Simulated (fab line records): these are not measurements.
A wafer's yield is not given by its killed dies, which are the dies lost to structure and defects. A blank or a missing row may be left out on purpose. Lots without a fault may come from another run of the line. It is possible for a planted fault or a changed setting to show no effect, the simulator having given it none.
The same fault as seen by 2 desks | flow n5-finfet | each desk holds nothing but its own numbers, with what lay behind them at the end

METROLOGY DESK
What the gauges read, lot by lot, whatever tool the lot ran on: means of the sampled wafers that have a number. Any lot whose mean is over 4 standard deviations away from the usual mean is out of limits and marked OUT; that distance is given in the brackets.
Columns: A = M5_RS at N5_BEOL_M5_RS_MEAS_57, usual 0.384 ohm/sq; B = M6_ILD_THK at N5_BEOL_M6_THK_MEAS_01, usual 154.6 nm
lot  | first seen here | A     | B
L410 | day 8 15:24     | 0.377 | 152.5
L409 | day 8 19:53     | 0.379 | 151.9
L411 | day 8 23:23     | 0.378 | 152.4
L414 | day 9 22:54     | 0.388 | 154.1
L418 | day 10 23:35    | 0.377 | 152.3
L421 | day 11 21:06    | 0.384 | 156.2
L426 | day 13 08:41    | 0.414 | 145.0
L427 | day 13 13:35    | 0.376 | 145.1
L432 | day 14 05:44    | 0.376 | 156.0
L430 | day 14 07:34    | 0.398 | 156.8
L431 | day 14 15:11    | 0.391 | 158.3
This desk's finding: nothing out of limits on any of the 11 lots.

FOR THE TOOL OWNER'S DESK: pecvd-01
The tool's own readings at N5_BEOL_M6_ILD_DEP_00 (deposits SiCOH lowk from DEMS/porogen, target thk 179.75 nm, time 33.4 s): means of the sampled wafers that have a number, for each lot that ran on this tool. Any lot whose mean is over 4 standard deviations away from the usual mean is out of limits and marked OUT; that distance is given in the brackets.
Columns: A = heater-power-w at N5_BEOL_M6_ILD_DEP_00, usual 274 W; B = showerhead-plenum-p-Torr at N5_BEOL_M6_ILD_DEP_00, usual 5.740 Torr; C = throttle-valve-pct at N5_BEOL_M6_ILD_DEP_00, usual 14.1 %
lot  | first seen here | A   | B     | C
L410 | day 8 15:28     | 316 | 5.736 | 12.7
L409 | day 8 19:58     | 256 | 5.734 | 13.7
L411 | day 8 23:27     | 235 | 5.736 | 13.7
L414 | day 9 22:58     | 266 | 5.736 | 13.7
L426 | day 13 08:45    | 282 | 5.747 | 13.8
L427 | day 13 13:39    | 343 | 5.754 | 13.8
This desk's finding: nothing out of limits on any of the 6 lots.

ALL TOGETHER
Nothing out of limits was seen by the metrology desk.
The tool owner's desk saw nothing out of limits.

WHAT WAS PUT IN BY THE SIMULATOR
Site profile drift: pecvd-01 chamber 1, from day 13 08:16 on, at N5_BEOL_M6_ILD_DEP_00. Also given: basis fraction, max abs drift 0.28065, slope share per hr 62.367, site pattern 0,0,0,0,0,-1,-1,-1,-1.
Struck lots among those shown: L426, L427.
